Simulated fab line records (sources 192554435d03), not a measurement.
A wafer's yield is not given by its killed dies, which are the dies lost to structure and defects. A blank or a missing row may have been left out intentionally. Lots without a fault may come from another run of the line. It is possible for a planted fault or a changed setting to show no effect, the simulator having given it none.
A lot that was struck, set against a sound lot ; flow n5_finfet ; 37 steps out of a route of 1938
Sound: wafers L936.2, L936.3, L936.6. Struck: wafers L951.2, L951.5. (L951.1 of the same lot was not struck and is left out.) The cause comes at the end.
Each step with rows lists, per side, the tool, then ch with its chambers, then its first start. Under that, the readings that differ: sound wafers ; struck wafers ; difference of the means ; sigmas: that difference in standard deviations of wafers without a fault.
alike: words and numbers the same on both sides, and readings whose means are apart by under 2 such deviations; not compared: readings that were withheld, readings missing a value for some wafer, numbers with overlapping values and no deviation given by the record, and bounds like >300 which may hide the same value.
Wherever a step has rows on one side only, a row that says differs or no value, or a row with sigmas, the two part there. Numbers that don't overlap but have no deviation are shown without sigmas and don't part them. A reading that every wafer of one side lacks parts them only if that side has two wafers or more.

first, 10 steps without rows for these wafers: N5_DUMMY_GATE_ETCH_44 (etches poly-Si in HBr/O2, stops on SiO2, target depth 127.5 nm); N5_DUMMY_GATE_ETCH_42 (etches SiO2 in CHF3/O2, target depth 3.5 nm, time 31 s); N5_DUMMY_GATE_STRIP_48 (strips in N2/H2, time 20 s); N5_DUMMY_GATE_PRECLEAN_33 (cleans in dHF, time 10 s); N5_DUMMY_GATE_PRECLEAN_25 (cleans in O3/DIW, time 45 s); N5_DUMMY_GATE_PRECLEAN_51 (cleans in SC2, time 45 s); N5_DUMMY_GATE_SRD_26 (time 30 s); N5_DUMMY_GATE_UV_OZONE_45 (time 120 s); N5_SPACER0_ALD_07 (deposits SiNx, target thk 2 nm); N5_SPACER0_ALD_00 (deposits SiOCN, target thk 3.5 nm, pulse time 3 s, purge time 2 s).
N5_SPACER0_ALD_08: deposits SiNx, target thk 2 nm.
  sound on ald_sin-01 ch 0,1, day 4 07:35; struck on ald_sin-01 ch 0, day 8 01:29
reading;sound;struck;difference;sigmas
model.SiNx_of_SPACER0_ALD_08.thk_nm (nm);2 2 2;3.6 3.6;+1.6;
  alike: heater_power_outer_w, heater_power_w
then, 18 steps without rows for these wafers: N5_SD_EPI_N_COAT_32 (time 60 s, resist thk 350 nm); N5_SD_EPI_N_COAT_33 (time 60 s, resist thk 35 nm); N5_SD_EPI_N_COAT_03 (resist thk 150 nm); N5_SD_EPI_N_EBR_05; N5_SD_EPI_N_SOFTBAKE_04 (time 60 s); N5_SD_EPI_N_EXPOSE_06 (exposes mask SD N BLK, target cd 120 nm); N5_SD_EPI_N_PEB_07 (peb time 60 s); N5_SD_EPI_N_DEVELOP_08 (develop time 30 s); N5_SD_EPI_N_DESCUM_14 (chemistry O2, time 7.9 s); N5_SD_EPI_N_ETCH_34 (etches SiARC in CF4, target depth 45.5 nm, time 75.8 s); N5_SD_EPI_N_ETCH_35 (etches SOC in N2/H2, overetch 108 nm, time 486 s); N5_SD_EPI_N_STRIP_36 (strips in N2/H2); N5_SD_EPI_N_ETCHBACK_44 (etches SiNx in CH3F/O2, stops on SiO2, target depth 14.5 nm); N5_SD_EPI_N_ETCH_45 (etches SiOCN in CH3F/O2, target depth 6 nm); N5_SD_EPI_N_ETCH_16 (etches SiO2 in CHF3/O2, target depth 5 nm); N5_SD_EPI_N_STRIP_47 (strips in CHF3/O2); N5_SD_EPI_N_SD_RECESS_17 (chemistry HBr/Cl2/O2, target depth 41 nm, time 23.7 s, bt time 3 s); N5_SD_EPI_N_STRIP_38 (strips in N2/H2).
N5_SD_EPI_N_WET_ETCH_43: etches SiO2 in dHF, time 14 s, target depth 1.5 nm.
  sound on wet_bench-01 ch 0,4,7, day 4 08:58; struck on wet_bench-02 ch 1,5, day 8 02:52
reading;sound;struck;difference;sigmas
model.SiNx_of_SPACER0_ALD_08.thk_nm (nm);1.6 1.6 1.6;3 3;+1;
then, 5 steps without rows for these wafers: N5_SD_EPI_N_STRIP_18 (strips in SPM, time 750 s); N5_SD_EPI_N_SRD_20 (time 30 s); N5_SD_EPI_N_PRECLEAN_48 (cleans in NF3:NH3, afs cycles 2, time 20 s, sublimation time 60 s); N5_SD_EPI_N_VAPOR_ETCH_50 (etches Si in HCl, time 54 s); N5_SD_EPI_N_EPI_21 (deposits Si:P, time 690 s).
-- record jumps: 5 days separate the struck wafers' starts on either side; left off in module SD_EPI_N, taken up again in module BEOL_M4, whose first shown step is the route's number 1111 --
N5_BEOL_M4_RC_MEAS_101:
  sound on prober-01 ch 0, day 9 03:05; struck on prober-02 ch 0, day 13 09:45
reading;sound;struck;difference;sigmas
IOFF_P (nA/um);0.17 0.18 0.17;0.09 0.10;-0.08;-2
IOFF_P_85C (nA/um);3.1 3.2 3.1;1.7 1.9;-1.3;-2
IOFF_P_LIN (nA/um);0.085 0.090 0.084;0.049 0.053;-0.035;-3
ION_N (uA/um);663 676 670;607 625;-54;-4
ION_P (uA/um);459 461 459;413 418;-44;-6
REXT_N (ohm.um);75.8 74.8 75.1;92.0 93.1;+17.3;+12
REXT_P (ohm.um);102.6 101.3 104.2;122.6 125.7;+21.5;+12
VT_N (mV);254 251 255;265 262;+10;+3
VT_N_LVT (mV);101 99 101;114 110;+12;+3
VT_P (mV);-252.6 -252.3 -252.6;-268.2 -266.3;-14.8;-5
VT_P_LVT (mV);-99.8 -98.6 -101.3;-116.3 -115.7;-16.1;-6
  alike: DIBL_N, DIBL_P, IOFF_N, SS_N, SS_P
-- the record jumps here: 5 days lie between the struck wafers' starts before and after (it left off in module BEOL_M4 and takes up again in module PASSIVATION, whose first step shown is number 1936 of the route) --
N5_PASSIVATION_PROBE_49:
  sound on prober-02, day 14 04:13; struck on prober-01, day 18 01:01
reading;sound;struck;difference;sigmas
killed_at_front_end;73 51 55;33 26;-30;-3
sort_bin_8_speed (%);0 0 0;89.9 82.8;+86.3;+78
sort_n_pass;1041 1074 1050;4 90;-1008;-48
sort_yield_pct (%);88.2 91.0 89.0;0.3 7.6;-85.5;-50
  alike: defect_limited_yield, killed_at_M0_to_M3, killed_at_M4_up, killed_at_contacts, killed_at_other, killed_dies, killed_open, killed_short, sort_bin_5_function, sort_bin_6_memory

WHERE THEY PART
Last at N5_PASSIVATION_PROBE_49 as far as this record goes, first at N5_BEOL_M4_RC_MEAS_101.

WHY: what the simulator had put in
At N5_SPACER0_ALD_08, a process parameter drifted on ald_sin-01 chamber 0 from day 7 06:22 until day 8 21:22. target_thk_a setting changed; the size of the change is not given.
